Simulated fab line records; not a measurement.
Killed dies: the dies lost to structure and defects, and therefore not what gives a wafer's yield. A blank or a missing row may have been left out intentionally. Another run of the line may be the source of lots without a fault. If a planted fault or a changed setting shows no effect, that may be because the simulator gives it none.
Split-lot study / flow n5_finfet / on a route of 1938 steps: 7 lots, 21 wafers read

ON THE SPLIT
At N5_BEOL_M11_PECVD_70 (deposits SiO2 from TEOS/O2, target thk 20 nm, time 22.7 s), the setting temp_c was moved away from the recipe's 400 C on 5 of the 21 wafers read, by -3.7% to -2.3%. All remaining wafers had this setting at the recipe value.

FROM THE SPLIT TO THE READING: what the file shows between them, 10 steps
- N5_BEOL_M11_COAT_05: resist thk 90 nm (also split here: spin_rpm)
- N5_BEOL_M11_EBR_07
- N5_BEOL_M11_SOFTBAKE_06: time 60 s
- N5_BEOL_M11_EXPOSE_08: exposes mask M11
- N5_BEOL_M11_PEB_09: peb time 60 s
- N5_BEOL_M11_DEVELOP_10: develop time 30 s
- N5_BEOL_M11_DESCUM_16: chemistry O2, time 7.9 s
- N5_BEOL_M11_ETCH_61: etches SiARC in CF4, target depth 39 nm, time 65 s
- N5_BEOL_M11_ETCH_62: etches SOC in N2/H2, target depth 110 nm, overetch 22 nm, time 165 s
- N5_BEOL_M11_STRIP_77: strips in N2/H2, time 10 s

THE READING
SiO2_of_BEOL_M11_PECVD_70.thk_nm (the simulator's own value, which no gauge read), in nm, at N5_BEOL_M11_HM_STRIP_39 (strips TiN in peroxide tin strip, target depth 25 nm, time 158 s). The file gives no usual value for it. Across the 16 wafers here that went through the recipe, the average is 19.8 nm and the standard deviation 0.32 nm.

wafer=L075.1; tool, chamber at the split=pecvd-01, 2; temp_c as run, C=388.6; against the recipe=-2.8%; SiO2_of_BEOL_M11_PECVD_70.thk_nm, nm=21.6; against lot-mates on the recipe=+1.6
wafer=L075.2; tool, chamber at the split=pecvd-01, 1; temp_c as run, C=388.6; against the recipe=-2.8%; SiO2_of_BEOL_M11_PECVD_70.thk_nm, nm=21.2; against lot-mates on the recipe=+1.2
wafer=L075.5; tool, chamber at the split=pecvd-01, 0; temp_c as run, C=400; against the recipe=recipe; SiO2_of_BEOL_M11_PECVD_70.thk_nm, nm=20; against lot-mates on the recipe=-
wafer=L082.1; tool, chamber at the split=pecvd-02, 0; temp_c as run, C=400; against the recipe=recipe; SiO2_of_BEOL_M11_PECVD_70.thk_nm, nm=19.6; against lot-mates on the recipe=-
wafer=L082.2; tool, chamber at the split=pecvd-02, 1; temp_c as run, C=400; against the recipe=recipe; SiO2_of_BEOL_M11_PECVD_70.thk_nm, nm=19.4; against lot-mates on the recipe=-
wafer=L082.4; tool, chamber at the split=pecvd-02, 1; temp_c as run, C=400; against the recipe=recipe; SiO2_of_BEOL_M11_PECVD_70.thk_nm, nm=20; against lot-mates on the recipe=-
wafer=L087.3; tool, chamber at the split=pecvd-02, 2; temp_c as run, C=400; against the recipe=recipe; SiO2_of_BEOL_M11_PECVD_70.thk_nm, nm=19.4; against lot-mates on the recipe=-
wafer=L087.5; tool, chamber at the split=pecvd-02, 2; temp_c as run, C=400; against the recipe=recipe; SiO2_of_BEOL_M11_PECVD_70.thk_nm, nm=19.8; against lot-mates on the recipe=-
wafer=L087.6; tool, chamber at the split=pecvd-02, 1; temp_c as run, C=400; against the recipe=recipe; SiO2_of_BEOL_M11_PECVD_70.thk_nm, nm=19.2; against lot-mates on the recipe=-
wafer=L090.4; tool, chamber at the split=pecvd-02, 1; temp_c as run, C=390.8; against the recipe=-2.3%; SiO2_of_BEOL_M11_PECVD_70.thk_nm, nm=21; against lot-mates on the recipe=+0.8
wafer=L090.5; tool, chamber at the split=pecvd-02, 1; temp_c as run, C=390.8; against the recipe=-2.3%; SiO2_of_BEOL_M11_PECVD_70.thk_nm, nm=20.6; against lot-mates on the recipe=+0.4
wafer=L090.6; tool, chamber at the split=pecvd-02, 0; temp_c as run, C=400; against the recipe=recipe; SiO2_of_BEOL_M11_PECVD_70.thk_nm, nm=20.2; against lot-mates on the recipe=-
wafer=L091.3; tool, chamber at the split=pecvd-01, 1; temp_c as run, C=400; against the recipe=recipe; SiO2_of_BEOL_M11_PECVD_70.thk_nm, nm=20; against lot-mates on the recipe=-
wafer=L091.4; tool, chamber at the split=pecvd-01, 0; temp_c as run, C=400; against the recipe=recipe; SiO2_of_BEOL_M11_PECVD_70.thk_nm, nm=19.6; against lot-mates on the recipe=-
wafer=L091.5; tool, chamber at the split=pecvd-01, 1; temp_c as run, C=400; against the recipe=recipe; SiO2_of_BEOL_M11_PECVD_70.thk_nm, nm=20.2; against lot-mates on the recipe=-
wafer=L092.1; tool, chamber at the split=pecvd-01, 1; temp_c as run, C=400; against the recipe=recipe; SiO2_of_BEOL_M11_PECVD_70.thk_nm, nm=20; against lot-mates on the recipe=-
wafer=L092.4; tool, chamber at the split=pecvd-01, 2,1; temp_c as run, C=400; against the recipe=recipe; SiO2_of_BEOL_M11_PECVD_70.thk_nm, nm=20.2; against lot-mates on the recipe=-
wafer=L092.5; tool, chamber at the split=pecvd-01, 2,1; temp_c as run, C=400; against the recipe=recipe; SiO2_of_BEOL_M11_PECVD_70.thk_nm, nm=20.2; against lot-mates on the recipe=-
wafer=L097.3; tool, chamber at the split=pecvd-01, 2; temp_c as run, C=400; against the recipe=recipe; SiO2_of_BEOL_M11_PECVD_70.thk_nm, nm=19.6; against lot-mates on the recipe=-
wafer=L097.4; tool, chamber at the split=pecvd-01, 0; temp_c as run, C=385; against the recipe=-3.7%; SiO2_of_BEOL_M11_PECVD_70.thk_nm, nm=21.6; against lot-mates on the recipe=+1.8
wafer=L097.5; tool, chamber at the split=pecvd-01, 2; temp_c as run, C=400; against the recipe=recipe; SiO2_of_BEOL_M11_PECVD_70.thk_nm, nm=20; against lot-mates on the recipe=-
Rows listing several chambers each stand for several wafers; the file does not say which wafer went through which chamber.

FIT RESULTS
A straight line over all 21 wafers: SiO2_of_BEOL_M11_PECVD_70.thk_nm changes by -0.489 nm for each +1% of temp_c; r = -0.89; the points scatter about the line by 0.32 nm.
The same after taking each lot's own level away (the mean of its wafers on the recipe; 21 wafers): -0.432 nm for each +1%; r = -0.91; scatter 0.25 nm.
The reading moves by 1.6 nm for the largest change in temp_c, on that fit.
The lots' own levels span 19.47 to 20.20 nm, that is 2.3 times the standard deviation above.
So the slope is not independent of the lot-to-lot level: the two fits are not the same.
Check: with one of the wafers moved furthest among these (-3.7%) left out of the fit, the line predicts +1.5 nm for it against its lot-mates. It came out at +1.8 nm against them.

THESE WAFERS: OTHER SPLITS
These wafers also went through other splits before the reading. Each is held against what the fit with the lots' levels taken away leaves over:
other split on the same wafers=N5_BEOL_M6_ALD_77 ald_cycles; wafers away from the commonest value=6; r with SiO2_of_BEOL_M11_PECVD_70.thk_nm (lot level and that fit taken away)=-0.24
other split on the same wafers=N5_BEOL_M7_ETCH_66 time_s; wafers away from the commonest value=3; r with SiO2_of_BEOL_M11_PECVD_70.thk_nm (lot level and that fit taken away)=-0.26
other split on the same wafers=N5_BEOL_M8_ETCH_61 bias_w; wafers away from the commonest value=6; r with SiO2_of_BEOL_M11_PECVD_70.thk_nm (lot level and that fit taken away)=-0.26
other split on the same wafers=N5_BEOL_M9_COAT_63 spin_rpm; wafers away from the commonest value=7; r with SiO2_of_BEOL_M11_PECVD_70.thk_nm (lot level and that fit taken away)=-0.08
other split on the same wafers=N5_BEOL_M10_VIA_ETCH_34 time_s; wafers away from the commonest value=7; r with SiO2_of_BEOL_M11_PECVD_70.thk_nm (lot level and that fit taken away)=+0.02
other split on the same wafers=N5_BEOL_M10_ETCH_41 source_w; wafers away from the commonest value=6; r with SiO2_of_BEOL_M11_PECVD_70.thk_nm (lot level and that fit taken away)=+0.22
other split on the same wafers=N5_BEOL_M11_COAT_05 spin_rpm; wafers away from the commonest value=4; r with SiO2_of_BEOL_M11_PECVD_70.thk_nm (lot level and that fit taken away)=+0.14

THE WHOLE CHAIN: every reading that the file lists as answering this split, in the file's order
step=N5_BEOL_M11_PECVD_70; what it does=deposits SiO2 from TEOS/O2, target thk 20 nm, time 22.7 s; reading=SiO2_of_BEOL_M11_PECVD_70.thk_nm (the simulator's own value, which no gauge read); change (the file's fit)=-0.435 nm for each +1% of the setting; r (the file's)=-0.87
step=N5_BEOL_M11_HM_STRIP_39; what it does=strips TiN in peroxide tin strip, target depth 25 nm, time 158 s; reading=SiO2_of_BEOL_M11_PECVD_70.thk_nm (the simulator's own value, which no gauge read); change (the file's fit)=-0.441 nm for each +1% of the setting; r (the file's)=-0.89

FILE'S OWN FIT
SiO2_of_BEOL_M11_PECVD_70.thk_nm changes by -0.441 nm for each +1% of temp_c, r = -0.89.
